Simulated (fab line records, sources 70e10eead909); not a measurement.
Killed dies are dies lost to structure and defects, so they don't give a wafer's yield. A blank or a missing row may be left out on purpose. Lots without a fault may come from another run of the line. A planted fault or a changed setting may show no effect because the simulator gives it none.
Which tool did it? | flow nand_harc | 12 lots, 36 wafers sampled, at 6 steps of a route of 1302

WHAT THE GAUGES READ, wafer by wafer
NHARC_A_CONTACT_CD_MEAS_80.
lot  | measured     | on        | cd_nm (nm)
L076 | day 22 08:58 | cd_sem-02 | 290.2 289.8 289.6
L077 | day 22 23:43 | cd_sem-03 | 290.6 290.4 290.2
L079 | day 23 13:44 | cd_sem-03 | 289.6 289.4 288.9
L083 | day 25 03:05 | cd_sem-03 | 289.0 288.7 289.0
L085 | day 25 15:31 | cd_sem-02 | 288.3 289.4 289.6
L084 | day 25 18:42 | cd_sem-02 | 289.6 288.7 289.6
L087 | day 28 05:44 | cd_sem-01 | 289.4 289.0 289.5
L088 | day 28 13:56 | cd_sem-03 | 290.1 289.9 290.1
L093 | day 29 07:10 | cd_sem-03 | 288.7 288.2 288.7
L092 | day 30 01:11 | cd_sem-02 | 289.8 290.6 290.4
L095 | day 30 14:04 | cd_sem-02 | 290.0 289.4 290.2
L096 | day 33 01:15 | cd_sem-01 | 289.1 289.0 289.2

WHICH TOOL RAN EACH LOT (tool, then ch and the chambers of the sampled wafers, then the start)
lot  | NHARC_A_CONTACT_ETCH_117             | NHARC_A_CONTACT_ETCH_122             | NHARC_A_CONTACT_DEP_57        | NHARC_A_CONTACT_ETCH_78                       | NHARC_A_CONTACT_ETCH_129
L076 | har_cap_etch-03 ch 0,1, day 21 21:37 | har_cap_etch-03 ch 0,1, day 21 22:28 | acl_dep-02 ch 0, day 22 01:20 | rie_diel-12 ch 0,3, day 22 07:16 or earlier   | har_cap_etch-02 ch 0, day 22 07:16
L077 | har_cap_etch-03 ch 0,1, day 22 10:22 | har_cap_etch-03 ch 0,1, day 22 11:31 | acl_dep-02 ch 0, day 22 14:50 | rie_diel-07 ch 0,3, day 22 21:22 or earlier   | har_cap_etch-03 ch 0,1, day 22 21:22
L079 | har_cap_etch-02 ch 0,1, day 23 02:09 | har_cap_etch-02 ch 0,1, day 23 03:00 | acl_dep-02 ch 0, day 23 05:32 | rie_diel-07 ch 1,3, day 23 12:01 or earlier   | har_cap_etch-01 ch 0,1, day 23 12:01
L083 | har_cap_etch-03 ch 0,1, day 24 14:47 | har_cap_etch-03 ch 0,1, day 24 15:38 | acl_dep-01 ch 0, day 24 19:16 | rie_diel-11 ch 0,1,2, day 25 01:22 or earlier | har_cap_etch-03 ch 0,1, day 25 01:22
L085 | har_cap_etch-02 ch 0,1, day 25 03:53 | har_cap_etch-02 ch 0,1, day 25 04:44 | acl_dep-01 ch 0, day 25 07:46 | rie_diel-07 ch 0,1,3, day 25 13:49 or earlier | har_cap_etch-02 ch 0,1, day 25 13:49
L084 | har_cap_etch-03 ch 0,1, day 25 06:41 | har_cap_etch-03 ch 0,1, day 25 07:50 | acl_dep-01 ch 0, day 25 10:25 | rie_diel-12 ch 0,1,2, day 25 17:00 or earlier | har_cap_etch-01 ch 0,1, day 25 17:00
L087 | har_cap_etch-02 ch 0,1, day 27 14:14 | har_cap_etch-02 ch 0,1, day 27 15:22 | acl_dep-03 ch 0, day 27 21:28 | rie_diel-11 ch 0,1,2, day 28 03:59 or earlier | har_cap_etch-01 ch 0,1, day 28 03:59
L088 | har_cap_etch-01 ch 0,1, day 28 01:08 | har_cap_etch-01 ch 0,1, day 28 01:59 | acl_dep-03 ch 0, day 28 05:04 | rie_diel-11 ch 0,1,2, day 28 11:51 or earlier | har_cap_etch-02 ch 0,1, day 28 11:51
L093 | har_cap_etch-01 ch 1, day 28 14:02   | har_cap_etch-01 ch 1, day 28 14:53   | acl_dep-01 ch 0, day 28 22:34 | rie_diel-07 ch 0,1,2, day 29 05:03 or earlier | har_cap_etch-02 ch 0,1, day 29 05:03
L092 | har_cap_etch-01 ch 0,1, day 29 13:05 | har_cap_etch-01 ch 0,1, day 29 13:56 | acl_dep-01 ch 0, day 29 16:15 | rie_diel-07 ch 1,3, day 29 23:07 or earlier   | har_cap_etch-01 ch 1, day 29 23:07
L095 | har_cap_etch-03 ch 0,1, day 30 02:15 | har_cap_etch-03 ch 0,1, day 30 03:06 | acl_dep-03 ch 0, day 30 05:23 | rie_diel-07 ch 1,2,3, day 30 12:21 or earlier | har_cap_etch-03 ch 0, day 30 12:21
L096 | har_cap_etch-03 ch 1, day 32 13:16   | har_cap_etch-03 ch 1, day 32 14:07   | acl_dep-02 ch 0, day 32 17:37 | rie_diel-07 ch 0,1, day 32 23:32 or earlier   | har_cap_etch-03 ch 0,1, day 32 23:32
- NHARC_A_CONTACT_ETCH_117: etches the open film in C4F8/O2/Ar, time 190 s, target depth 1850 nm.
- NHARC_A_CONTACT_ETCH_122: etches the open film in C4F8/O2/Ar, time 190 s, target depth 1850 nm.
- NHARC_A_CONTACT_DEP_57: deposits aC, target thk 5300 nm.
- NHARC_A_CONTACT_ETCH_78: etches the open film in O2/COS, target depth 5300 nm, time 1378 s.
- NHARC_A_CONTACT_ETCH_129: etches the open film in C4F8/O2/Ar, time 197 s, target depth 1918 nm.

THE ANSWER, worked out from the rows above alone
Rule: what is usual is taken from the lots themselves. Put in order of their means at a reading, lots are off if they are a third of the lots or fewer, leave a main group of 4 or more, and stand apart from it by a gap of 3 or more times the standard deviation of the main group's means; of several such gaps the widest counts. A main group whose means are all the same, to the digits that the tables above print for the reading, isn't used. A lot without any number at a reading at which 4 lots or more have one is off too. The other lots that the step has rows for count as sound.
No lot is off at any reading shown: from this, nothing can be told.

WHAT THE SIMULATOR HAD PUT IN
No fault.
